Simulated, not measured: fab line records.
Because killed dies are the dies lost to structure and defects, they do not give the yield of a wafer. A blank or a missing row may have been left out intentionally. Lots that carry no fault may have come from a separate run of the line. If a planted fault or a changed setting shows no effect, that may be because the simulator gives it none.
The tool behind it: which one?	flow nandHarc	at 1 step of a route of 1302, 6 lots with 18 wafers sampled

WHAT THE GAUGES READ, wafer by wafer
NHARC_A_SGD_CUT_OVL_MEAS_10.
lot	measured	on	overlayXNm (nm)
L757	day 20 04:34	overlay-02	-2.4 -2.6 -2.4
L762	day 22 16:56	overlay-02	0.1 0.5 0.0
L765	day 23 18:48	overlay-01	1.6 1.4 2.2
L768	day 25 01:08	overlay-02	-0.2 -0.5 0.1
L773	day 27 00:33	overlay-02	-0.6 0.3 0.4
L776	day 27 19:55	overlay-01	-1.2 -0.9 -0.7

TOOL THAT RAN EACH LOT (tool first, then ch and the chambers of the sampled wafers, then the start)
The record holds no process step before these readings.

THE ANSWER, worked out from the rows above alone
Rule: usual is defined by the lots themselves. The widest of any qualifying gaps counts: lots, ordered by their means at a reading, are off when they make up no more than a third of the lots, leave a main group of 4 or more, and stand apart from it by 3 or more times the standard deviation of that group's means. Not used: any main group whose means are identical at the precision the tables above print for the reading. A lot without any number at a reading at which 4 lots or more have one is off too. Where the step has rows for the other lots, those lots are counted as sound.
Nothing can be told from this: no lot is off at any reading shown.

WHAT THE SIMULATOR HAD INSERTED
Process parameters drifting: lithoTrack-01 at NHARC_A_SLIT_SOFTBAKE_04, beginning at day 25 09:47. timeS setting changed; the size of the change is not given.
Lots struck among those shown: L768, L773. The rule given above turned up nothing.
